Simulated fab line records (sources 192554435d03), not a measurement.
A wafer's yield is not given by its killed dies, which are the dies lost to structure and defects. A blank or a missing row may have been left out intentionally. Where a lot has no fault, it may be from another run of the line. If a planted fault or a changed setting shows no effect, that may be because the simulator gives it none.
Lot-split experiment / flow n5 finfet / 21 wafers read from 7 lots, route of 1938 steps

## THE SPLIT
At N5_DUMMY_GATE_COAT_35 (time 60 s, resist thk 10 nm), the setting spin rpm was moved away from the recipe's 1500 rpm on 10 of the 21 wafers read, by -8.5% to +10.9%. All remaining wafers had this setting at the recipe value.

The reading comes from the split's own step.

## THE READING
SiARC_of_DUMMY_GATE_COAT_35.thk nm (the simulator's own value, which no gauge read), in nm, at N5_DUMMY_GATE_COAT_35 (time 60 s, resist thk 10 nm). The file does not state a usual value for it.

wafer=L074.3; tool, chamber at the split=litho track-02, 0; spin rpm as run, rpm=1500; against the recipe=recipe; SiARC_of_DUMMY_GATE_COAT_35.thk nm, nm=10; against lot-mates on the recipe=-
wafer=L074.4; tool, chamber at the split=litho track-02, 0; spin rpm as run, rpm=1605; against the recipe=+7.0%; SiARC_of_DUMMY_GATE_COAT_35.thk nm, nm=9.6; against lot-mates on the recipe=-0.4
wafer=L074.6; tool, chamber at the split=litho track-02, 0; spin rpm as run, rpm=1605; against the recipe=+7.0%; SiARC_of_DUMMY_GATE_COAT_35.thk nm, nm=9.6; against lot-mates on the recipe=-0.4
wafer=L075.2; tool, chamber at the split=litho track-04, 0; spin rpm as run, rpm=1500; against the recipe=recipe; SiARC_of_DUMMY_GATE_COAT_35.thk nm, nm=10; against lot-mates on the recipe=-
wafer=L075.3; tool, chamber at the split=litho track-04, 0; spin rpm as run, rpm=1393; against the recipe=-7.1%; SiARC_of_DUMMY_GATE_COAT_35.thk nm, nm=10.4; against lot-mates on the recipe=+0.4
wafer=L075.5; tool, chamber at the split=litho track-04, 0; spin rpm as run, rpm=1393; against the recipe=-7.1%; SiARC_of_DUMMY_GATE_COAT_35.thk nm, nm=10.4; against lot-mates on the recipe=+0.4
wafer=L083.2; tool, chamber at the split=litho track-02, 0; spin rpm as run, rpm=1500; against the recipe=recipe; SiARC_of_DUMMY_GATE_COAT_35.thk nm, nm=10; against lot-mates on the recipe=-
wafer=L083.4; tool, chamber at the split=litho track-02, 0; spin rpm as run, rpm=1500; against the recipe=recipe; SiARC_of_DUMMY_GATE_COAT_35.thk nm, nm=10; against lot-mates on the recipe=-
wafer=L083.3; tool, chamber at the split=litho track-02, 0; spin rpm as run, rpm=1655; against the recipe=+10.3%; SiARC_of_DUMMY_GATE_COAT_35.thk nm, nm=9.6; against lot-mates on the recipe=-0.4
wafer=L088.2; tool, chamber at the split=litho track-05, 0; spin rpm as run, rpm=1500; against the recipe=recipe; SiARC_of_DUMMY_GATE_COAT_35.thk nm, nm=10; against lot-mates on the recipe=-
wafer=L088.3; tool, chamber at the split=litho track-05, 0; spin rpm as run, rpm=1500; against the recipe=recipe; SiARC_of_DUMMY_GATE_COAT_35.thk nm, nm=10; against lot-mates on the recipe=-
wafer=L088.5; tool, chamber at the split=litho track-05, 0; spin rpm as run, rpm=1500; against the recipe=recipe; SiARC_of_DUMMY_GATE_COAT_35.thk nm, nm=10; against lot-mates on the recipe=-
wafer=L091.3; tool, chamber at the split=litho track-05, 0; spin rpm as run, rpm=1373; against the recipe=-8.5%; SiARC_of_DUMMY_GATE_COAT_35.thk nm, nm=10.4; against lot-mates on the recipe=+0.4
wafer=L091.4; tool, chamber at the split=litho track-05, 0; spin rpm as run, rpm=1500; against the recipe=recipe; SiARC_of_DUMMY_GATE_COAT_35.thk nm, nm=10; against lot-mates on the recipe=-
wafer=L091.5; tool, chamber at the split=litho track-05, 0; spin rpm as run, rpm=1500; against the recipe=recipe; SiARC_of_DUMMY_GATE_COAT_35.thk nm, nm=10; against lot-mates on the recipe=-
wafer=L096.1; tool, chamber at the split=litho track-05, 0; spin rpm as run, rpm=1663; against the recipe=+10.9%; SiARC_of_DUMMY_GATE_COAT_35.thk nm, nm=9.6; against lot-mates on the recipe=-0.4
wafer=L096.2; tool, chamber at the split=litho track-05, 0; spin rpm as run, rpm=1500; against the recipe=recipe; SiARC_of_DUMMY_GATE_COAT_35.thk nm, nm=10; against lot-mates on the recipe=-
wafer=L096.3; tool, chamber at the split=litho track-05, 0; spin rpm as run, rpm=1663; against the recipe=+10.9%; SiARC_of_DUMMY_GATE_COAT_35.thk nm, nm=9.4; against lot-mates on the recipe=-0.6
wafer=L097.2; tool, chamber at the split=litho track-02, 0; spin rpm as run, rpm=1500; against the recipe=recipe; SiARC_of_DUMMY_GATE_COAT_35.thk nm, nm=10; against lot-mates on the recipe=-
wafer=L097.3; tool, chamber at the split=litho track-02, 0; spin rpm as run, rpm=1543; against the recipe=+2.9%; SiARC_of_DUMMY_GATE_COAT_35.thk nm, nm=9.8; against lot-mates on the recipe=-0.2
wafer=L097.4; tool, chamber at the split=litho track-02, 0; spin rpm as run, rpm=1543; against the recipe=+2.9%; SiARC_of_DUMMY_GATE_COAT_35.thk nm, nm=9.8; against lot-mates on the recipe=-0.2

THE FIT
A straight line over all 21 wafers: SiARC_of_DUMMY_GATE_COAT_35.thk nm changes by -0.0489 nm for each +1% of spin rpm; r = -0.98; the points scatter about the line by 0.052 nm.
The same after taking each lot's own level away (the mean of its wafers on the recipe; 21 wafers): -0.0489 nm for each +1%; r = -0.98; scatter 0.052 nm.
On that fit, the largest move of spin rpm shifts the reading by 0.53 nm.
The lots' own levels span 10.00 to 10.00 nm.
The two slopes are in agreement: the lot-to-lot level therefore moves the slope only a little.
Check: for one of the wafers moved furthest among these (+10.9%), held out of the fit, the line's prediction against its lot-mates is -0.563 nm. It came out at -0.4 nm against them.

## OTHER SPLITS APPLIED TO THESE WAFERS
Other splits were also applied to these wafers ahead of the reading. Each is held against what the fit with the lots' levels taken away leaves over:
other split on the same wafers=N5_WELL_APT_COAT_19 spin rpm; wafers away from the commonest value=7; r with SiARC_of_DUMMY_GATE_COAT_35.thk nm (lot level and that fit taken away)=+0.07
other split on the same wafers=N5_WELL_APT_PEB_23 peb temp c; wafers away from the commonest value=5; r with SiARC_of_DUMMY_GATE_COAT_35.thk nm (lot level and that fit taken away)=-0.05
other split on the same wafers=N5_PMOS_HMC_CHANNEL_EPI_PEB_07 peb temp c; wafers away from the commonest value=8; r with SiARC_of_DUMMY_GATE_COAT_35.thk nm (lot level and that fit taken away)=-0.09
other split on the same wafers=N5_PMOS_HMC_CHANNEL_EPI_DEVELOP_08 develop time s; wafers away from the commonest value=4; r with SiARC_of_DUMMY_GATE_COAT_35.thk nm (lot level and that fit taken away)=-0.27
other split on the same wafers=N5_FIN_SAQP_FIN_ETCH_36 icp w; wafers away from the commonest value=12; r with SiARC_of_DUMMY_GATE_COAT_35.thk nm (lot level and that fit taken away)=+0.37

## THE FILE'S OWN FIT
SiARC_of_DUMMY_GATE_COAT_35.thk nm changes by -0.0474 nm for each +1% of spin rpm, r = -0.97.
